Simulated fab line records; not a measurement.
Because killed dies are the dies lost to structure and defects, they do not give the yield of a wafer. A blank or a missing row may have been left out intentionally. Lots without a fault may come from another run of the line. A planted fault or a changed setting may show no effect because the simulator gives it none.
fab line records    flow n5Finfet
record: lots: 9  wafers: 27  lastDay: 17
route steps=1938 shown BEOL_M7@1307
lots untouched by any fault: they come from a run of this same line in which no faults occurred
startH: start of the lot's first displayed wafer, in hours after the record's first day    waitH: time in hours since the lot's previous step    " identical to the entry in the row above    L1.1+2: a row that stands for several wafers    - either no value or no given start    * or withheld: withheld    < > ~ a bound
route shown NAME@n: NAME is a module with steps in the file, n the number in the route of the first one    usual: mean and standard deviation over wafers with no fault    same: alike in all rows    chamber/n: place in a boat    sites: per-site readings    _std_site: the standard deviation of these    _edge_site: inner sites' mean taken away from outer sites' mean    radiusMm: for every site, how far away it sits from the centre of the wafer    mask NAME#n: copy n    behind: the tool/chamber that last shaped the wafer    hold: why the lot went on hold/how many hours it stayed there/how the hold came to an end    device: names the non-switching transistor (n, p or np)    end of line: tests run on the same wafers once the route is complete    where a step has no rows: the recipe by itself    killed: the dies lost at the first sort to structure and to defects; this is not the yield of the wafer    map: a wafer's dies, marking killed ones x, the rest . and places with no die _
set.NAME: the setting as run; set.NAME@STEP: as run at that earlier step    model.NAME: the simulator's own value behind a step, which no gauge read
one table for each step of the route and one row for each wafer, over a sample of lots
services: a tool's chamber out of use, with start hour (startH, from the record's first day; less than 0 if before it), hours out, and reason
== steps ==
step: N5_BEOL_M7_STRIP_36
recipe: chemistry: N2/H2  powerW: 450  tempC: 40  pressureMtorr: 20  rfFrequencyHz: 6e+07  overashFraction: 0.3  biasPowerW: 7  h2Frac: 0.5  n2FlowSccm: 200  h2FlowSccm: 200
usual: drypumpMotorCurrentA: 5.6/0.45  n2FlowSccm: 200.1/0.65  oesProductAu: 0.83/0.075  rfVppV: 59.4/1.4  showerheadPlenumPTorr: 2.57/0.1  throttleValvePct: 23.62/0.24
lot.wafer  tool        chamber  startH  waitH  drypumpMotorCurrentA  n2FlowSccm  oesProductAu  rfHoursCounterH  rfVppV  showerheadPlenumPTorr  throttleValvePct
L540.1     rieDiel-01  0        193.99  0.0    5.0                   200.3       0.86          49               59.4    2.69                   23.95
L540.2     "           2        "       "      5.6                   200.9       0.69          248              60.0    2.50                   23.89
L540.6     "           0        "       "      5.1                   199.7       0.87          -                59.3    2.69                   23.94
L545.2     rieDiel-01  3        218.18  0.0    5.4                   199.4       0.88          59               60.4    2.58                   23.52
L545.4     "           0        "       "      5.1                   199.7       0.87          -                60.6    2.69                   23.97
L545.5     "           3        "       "      5.4                   200.8       0.86          -                59.6    2.58                   23.54
L546.3     rieDiel-03  3        235.74  0.0    4.8                   199.4       0.82          73               57.0    2.47                   23.82
L546.5     "           2        "       "      5.4                   199.9       0.80          -                60.2    2.66                   23.99
L546.6     "           1        "       "      5.9                   200.1       0.84          -                59.2    2.56                   23.58
L553.1     rieDiel-03  3        255.02  0.0    4.7                   199.3       0.82          80               58.5    2.46                   23.82
L553.3     "           2        "       "      5.4                   200.0       0.80          109              59.8    2.66                   23.97
L553.5     "           2        "       "      5.4                   201.2       0.79          -                58.5    2.66                   23.98
L552.1     rieDiel-03  0        260.22  0.0    5.3                   199.6       0.92          7                58.8    2.72                   23.45
L552.2     "           3        "       "      4.8                   200.9       0.82          82               60.0    2.46                   23.85
L552.3     "           2        "       "      5.4                   200.8       0.81          111              61.2    2.66                   23.95
L555.1     rieDiel-03  1        287.12  0.0    5.9                   200.2       0.82          79               58.6    2.56                   23.59
L555.2     "           0        "       "      5.3                   199.0       0.90          16               57.9    2.71                   23.46
L555.5     "           0        "       "      5.2                   199.4       0.89          -                60.8    2.71                   23.45
L558.2     rieDiel-04  3        295.11  0.0    6.5                   199.6       0.68          238              58.4    2.40                   23.65
L558.3     "           2        "       "      5.8                   199.3       0.96          4                59.0    2.59                   23.36
L558.5     "           1        "       "      5.7                   201.0       0.81          -                59.6    2.46                   23.51
L561.3     rieDiel-04  2        315.67  0.0    5.8                   199.8       0.93          13               59.6    2.59                   23.41
L561.4     "           3        "       "      6.5                   200.2       0.69          247              58.9    2.39                   23.67
L561.5     "           1        "       "      5.7                   199.9       0.80          -                59.1    2.45                   23.51
L563.1     rieDiel-04  2        328.52  0.0    5.8                   200.0       0.93          17               56.5    2.59                   23.40
L563.2     "           0        "       "      5.8                   199.6       0.89          26               62.2    2.59                   23.46
L563.3     "           3        "       "      6.5                   200.6       0.67          250              58.5    2.39                   23.65
step: N5_BEOL_M7_TRENCH_ETCH_37
recipe: chemistry: C4F6/O2  targetDepthA: 934.78  target: SiCOH_lowk  timeS: 31.2  ionEnergyEv: 250  pressureMtorr: 30  sourceW: 345  biasW: 185  Ar_flow_sccm: 300  C4F6_flow_sccm: 10  O2_flow_sccm: 10
usual: biasW: 185.1/0.54  drypumpMotorCurrentA: 5.6/0.45  mfcArSccm: 299.9/1  oes_ar_750_au: 0.83/0.067  oesProductAu: 0.83/0.073  rfVppV: 665/6.5  showerheadPlenumPTorr: 2.88/0.11  throttleValvePct: 20.92/0.21
lot.wafer  tool        chamber  startH  waitH  biasW  drypumpMotorCurrentA  mfcArSccm  oes_ar_750_au  oesProductAu  rfHoursCounterH  rfVppV  showerheadPlenumPTorr  throttleValvePct
L540.1     rieDiel-01  0        194.03  -      184.0  5.1                   299.6      0.86           0.85          49               668     3.01                   20.91
L540.2     "           2        "       "      184.4  5.5                   301.1      0.69           0.68          248              664     2.82                   21.16
L540.6     "           0        "       "      184.0  5.1                   297.4      0.86           0.85          -                668     3.01                   20.89
L545.2     rieDiel-01  3        218.22  -      185.8  5.4                   298.2      0.85           0.87          59               675     2.89                   20.89
L545.4     "           0        "       "      246.8  5.1                   300.1      0.86           0.90          -                839     3.00                   20.94
L545.5     "           3        "       "      185.6  5.4                   299.6      0.85           0.86          -                676     2.89                   20.89
L546.3     rieDiel-03  3        235.78  -      185.0  4.7                   299.1      0.82           0.82          73               666     2.76                   21.12
L546.5     "           2        "       "      184.3  5.4                   298.6      0.81           0.80          -                659     2.98                   21.19
L546.6     "           1        "       "      184.6  5.9                   299.0      0.84           0.83          -                661     2.89                   20.87
L553.1     rieDiel-03  3        255.06  -      186.0  4.7                   301.0      0.81           0.82          80               665     2.76                   21.14
L553.3     "           2        "       "      186.1  5.4                   300.7      0.81           0.79          109              658     2.97                   21.21
L553.5     "           2        "       "      185.7  5.4                   301.0      0.81           0.80          -                658     2.97                   21.21
L552.1     rieDiel-03  0        260.26  -      185.9  5.2                   301.4      0.93           0.94          7                666     3.04                   20.89
L552.2     "           3        "       "      185.0  4.7                   299.1      0.80           0.81          82               665     2.76                   21.14
L552.3     "           2        "       "      184.7  5.4                   299.3      0.81           0.80          111              659     2.97                   21.21
L555.1     rieDiel-03  1        287.16  -      184.6  5.9                   299.6      0.83           0.82          79               660     2.88                   20.90
L555.2     "           0        "       "      185.1  5.2                   301.5      0.89           0.90          16               664     3.03                   20.90
L555.5     "           0        "       "      185.6  5.2                   301.2      0.90           0.91          -                665     3.03                   20.91
L558.2     rieDiel-04  3        295.15  -      184.7  6.4                   300.5      0.71           0.68          238              658     2.71                   21.07
L558.3     "           2        "       "      185.0  5.8                   299.4      0.96           0.96          4                663     2.91                   20.80
L558.5     "           1        "       "      186.0  5.7                   297.0      0.78           0.79          -                672     2.75                   20.61
L561.3     rieDiel-04  2        315.71  -      185.5  5.8                   299.0      0.94           0.94          13               662     2.91                   20.80
L561.4     "           3        "       "      185.1  6.5                   300.6      0.70           0.69          247              658     2.70                   21.06
L561.5     "           1        "       "      184.9  5.7                   300.6      0.77           0.79          -                671     2.75                   20.65
L563.1     rieDiel-04  2        328.56  -      185.1  5.8                   300.1      0.93           0.93          17               663     2.91                   20.81
L563.2     "           0        "       "      184.5  5.8                   301.1      0.89           0.89          26               678     2.91                   20.85
L563.3     "           3        "       "      185.1  6.5                   301.6      0.70           0.69          250              660     2.70                   21.10
step: N5_BEOL_M7_OCD_MEAS_38
usual: trenchDepthNm: 93.7/1.5
lot.wafer  tool    chamber  startH  waitH  trenchDepthNm
L540.1     ocd-01  -        194.19  -      92.9
L540.2     "       -        "       "      92.1
L540.6     "       -        "       "      93.1
L545.2     ocd-02  -        218.37  -      96.9
L545.4     "       -        "       "      102.4
L545.5     "       -        "       "      96.4
L546.3     ocd-02  -        235.94  -      92.3
L546.5     "       -        "       "      91.9
L546.6     "       -        "       "      91.2
L553.1     ocd-01  -        255.21  -      92.7
L553.3     "       -        "       "      92.2
L553.5     "       -        "       "      92.3
L552.1     ocd-02  -        260.42  -      97.3
L552.2     "       -        "       "      92.7
L552.3     "       -        "       "      93.5
L555.1     ocd-02  -        287.31  -      92.7
L555.2     "       -        "       "      96.8
L555.5     "       -        "       "      96.2
L558.2     ocd-02  -        295.31  -      91.2
L558.3     "       -        "       "      94.0
L558.5     "       -        "       "      91.5
L561.3     ocd-01  -        315.88  -      94.7
L561.4     "       -        "       "      92.7
L561.5     "       -        "       "      93.0
L563.1     ocd-01  -        328.72  -      95.5
L563.2     "       -        "       "      93.4
L563.3     "       -        "       "      93.0
step: N5_BEOL_M7_CURE_75
recipe: tempC: 370  timeS: 120  ambient: DMADMS/He  material: SiCOH_lowk
usual: lampPowerPct: 52.32/0.055  wafer_temp_C_max: 371.9/0.52
lot.wafer  tool       chamber  startH  waitH  lampPowerPct  wafer_temp_C_max
L540.1     uvCure-02  1        194.39  0.0    52.35         371.9
L540.2     "          1        "       "      52.30         371.8
L540.6     "          1        "       "      52.36         371.5
L545.2     uvCure-02  1        218.67  0.1    52.36         372.8
L545.4     "          1        "       "      52.33         372.3
L545.5     "          1        "       "      52.34         371.8
L546.3     uvCure-01  0        236.23  0.1    52.29         371.7
L546.5     "          0        "       "      52.32         370.9
L546.6     "          0        "       "      52.37         371.7
L553.1     uvCure-01  1        255.41  0.0    52.34         371.6
L553.3     "          1        "       "      52.31         372.5
L553.5     "          1        "       "      52.26         372.2
L552.1     uvCure-01  2        260.62  0.0    52.31         371.9
L552.2     "          2        "       "      52.37         371.9
L552.3     "          2        "       "      52.30         371.8
L555.1     uvCure-01  0        287.58  0.1    52.36         371.1
L555.2     "          0        "       "      52.39         371.0
L555.5     "          0        "       "      52.44         370.8
L558.2     uvCure-02  0        295.55  0.1    52.21         371.8
L558.3     "          0        "       "      52.38         372.1
L558.5     "          0        "       "      52.35         372.6
L561.3     uvCure-03  0        316.17  0.1    52.21         372.1
L561.4     "          0        "       "      52.27         371.7
L561.5     "          0        "       "      52.35         372.5
L563.1     uvCure-01  0        328.97  0.1    52.29         371.7
L563.2     "          0        "       "      52.28         371.2
L563.3     "          0        "       "      52.35         371.0
step: N5_BEOL_M7_SURFACE_TREAT_79
recipe: gas: Ar  timeS: *  ionEnergyEv: *  ionCurrentMaCm2: 0.5  pressureMtorr: *  arFlowSccm: 30
usual: throttleValvePct: *
lot.wafer  tool           chamber  startH  waitH  throttleValvePct
L540.1     pvdSputter-03  -        195.20  0.2    *
L540.2     "              -        "       "      *
L540.6     "              -        "       "      *
L545.2     pvdSputter-02  -        219.66  0.2    *
L545.4     "              -        "       "      *
L545.5     "              -        "       "      *
L546.3     pvdSputter-01  -        237.05  0.2    *
L546.5     "              -        "       "      *
L546.6     "              -        "       "      *
L553.1     pvdSputter-03  -        257.08  0.2    *
L553.3     "              -        "       "      *
L553.5     "              -        "       "      *
L552.1     pvdSputter-02  -        261.44  0.2    *
L552.2     "              -        "       "      *
L552.3     "              -        "       "      *
L555.1     pvdSputter-02  -        288.50  0.2    *
L555.2     "              -        "       "      *
L555.5     "              -        "       "      *
L558.2     pvdSputter-03  -        298.36  0.2    *
L558.3     "              -        "       "      *
L558.5     "              -        "       "      *
L561.3     pvdSputter-03  -        318.50  0.2    *
L561.4     "              -        "       "      *
L561.5     "              -        "       "      *
L563.1     pvdSputter-03  -        329.93  0.3    *
L563.2     "              -        "       "      *
L563.3     "              -        "       "      *
step: N5_BEOL_M7_THK_MEAS_53
recipe: thkMeasGauge: xrf  reads: Cu_of_BEOL_M7_ECD_50
usual: M7_THK: 80.6/1.6
lot.wafer  tool          chamber  startH  waitH  M7_THK[nm]
L540.1     filmMetro-01  -        196.20  -      79.8
L540.2     "             -        "       "      80.2
L540.6     "             -        "       "      81.3
L545.2     filmMetro-02  -        221.46  -      82.2
L545.4     "             -        "       "      90.7
L545.5     "             -        "       "      83.0
L546.3     filmMetro-01  -        239.33  -      79.5
L546.5     "             -        "       "      79.6
L546.6     "             -        "       "      77.8
L553.1     filmMetro-01  -        258.30  -      79.0
L553.3     "             -        "       "      78.4
L553.5     "             -        "       "      79.3
L552.1     filmMetro-01  -        262.48  -      81.7
L552.2     "             -        "       "      78.9
L552.3     "             -        "       "      79.6
L555.1     filmMetro-02  -        289.96  -      77.7
L555.2     "             -        "       "      82.1
L555.5     "             -        "       "      82.2
L558.2     filmMetro-01  -        300.48  -      78.6
L558.3     "             -        "       "      80.7
L558.5     "             -        "       "      78.6
L561.3     filmMetro-01  -        319.54  -      82.5
L561.4     "             -        "       "      79.0
L561.5     "             -        "       "      79.3
L563.1     filmMetro-01  -        331.51  -      83.0
L563.2     "             -        "       "      80.7
L563.3     "             -        "       "      79.8
step: N5_BEOL_M7_RS_MEAS_57
recipe: thkMeasGauge: four-point-probe  reads: Cu_of_BEOL_M7_ECD_50+Co_of_BEOL_M7_CVD_78+TaN_of_BEOL_M7_ALD_77
usual: M7_RS: 0.285/0.006
lot.wafer  tool          chamber  startH  waitH  M7_RS[ohm/sq]
L540.1     filmMetro-02  -        196.33  0.1    0.292
L540.2     "             -        "       "      0.290
L540.6     "             -        "       "      0.287
L545.2     filmMetro-01  -        221.62  0.1    0.278
L545.4     "             -        "       "      0.249
L545.5     "             -        "       "      0.277
L546.3     filmMetro-02  -        239.46  0.1    0.289
L546.5     "             -        "       "      0.290
L546.6     "             -        "       "      0.296
L553.1     filmMetro-01  -        258.43  0.1    0.288
L553.3     "             -        "       "      0.290
L553.5     "             -        "       "      0.286
L552.1     filmMetro-01  -        262.61  0.1    0.279
L552.2     "             -        "       "      0.292
L552.3     "             -        "       "      0.290
L555.1     filmMetro-02  -        290.09  0.1    0.295
L555.2     "             -        "       "      0.277
L555.5     "             -        "       "      0.276
L558.2     filmMetro-01  -        300.61  0.1    0.294
L558.3     "             -        "       "      0.285
L558.5     "             -        "       "      0.293
L561.3     filmMetro-02  -        319.70  0.1    0.277
L561.4     "             -        "       "      0.291
L561.5     "             -        "       "      0.288
L563.1     filmMetro-01  -        331.64  0.1    0.276
L563.2     "             -        "       "      0.283
L563.3     "             -        "       "      0.287
== services ==
tool           chamber  startH  hours  kind
rieDiel-04     0        179.56  5.8    repair
rieDiel-04     3        185.77  45.5   repair
uvCure-01      -        191.32  7.5    pm
rieDiel-03     0        219.55  -      clean
rieDiel-03     0        219.55  -      consumableReplace:focusRing
rieDiel-03     0        219.55  -      consumableReplace:showerhead
rieDiel-03     0        219.55  19.9   scheduledDown
rieDiel-03     0        219.55  19.9   ventCycle
pvdSputter-02  -        222.72  1.7    repair
rieDiel-04     -        226.56  15.6   pm
uvCure-03      -        232.22  7.5    pm
rieDiel-04     0        242.16  -      clean
rieDiel-04     0        242.16  -      consumableReplace:focusRing
rieDiel-04     1        246.44  6.6    repair
rieDiel-04     2        248.61  3.7    repair
uvCure-03      -        259.64  14.6   pm
uvCure-01      -        269.13  2.1    pm
rieDiel-01     0        269.66  2.1    repair
rieDiel-01     0        275.75  4.7    repair
rieDiel-03     3        282.13  10.9   repair
rieDiel-03     -        298.97  15.6   pm
rieDiel-01     2        321.53  13.2   repair
rieDiel-04     1        326.25  8.7    repair
rieDiel-04     3        329.91  4.1    repair
== key ==
firstSign: step: N5_BEOL_M7_TRENCH_ETCH_37  reading: biasW  direction: up  sigmas: 99+  usual: *  struck: *
effect: step: N5_BEOL_M7_TRENCH_ETCH_37  reading: rfVppV  direction: up  sigmas: 27  usual: 665  struck: 839
effect: step: N5_BEOL_M7_OCD_MEAS_38  reading: trenchDepthNm  direction: up  sigmas: 6  usual: 93.7  struck: 102.4
effect: step: N5_BEOL_M7_THK_MEAS_53  reading: M7_THK  direction: up  sigmas: 6.2  usual: 80.6  struck: 90.7
effect: step: N5_BEOL_M7_RS_MEAS_57  reading: M7_RS  direction: down  sigmas: 6  usual: 0.285  struck: 0.249
metAt N5_BEOL_M7_TRENCH_ETCH_37
struckLots L545
struckWafers L545.4
notActingAt N5_BEOL_M7_STRIP_36,N5_BEOL_M7_CURE_75,N5_BEOL_M7_SURFACE_TREAT_79
onsetBetween 194.03 218.22
fault: kind: processParameterDrift  tool: rieDiel-01  chamber: 0  onsetH: 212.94  steps: N5_BEOL_M7_TRENCH_ETCH_37  channel: biasW  offset: *  shape: step  endH: 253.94  actsIn: *  stated: *
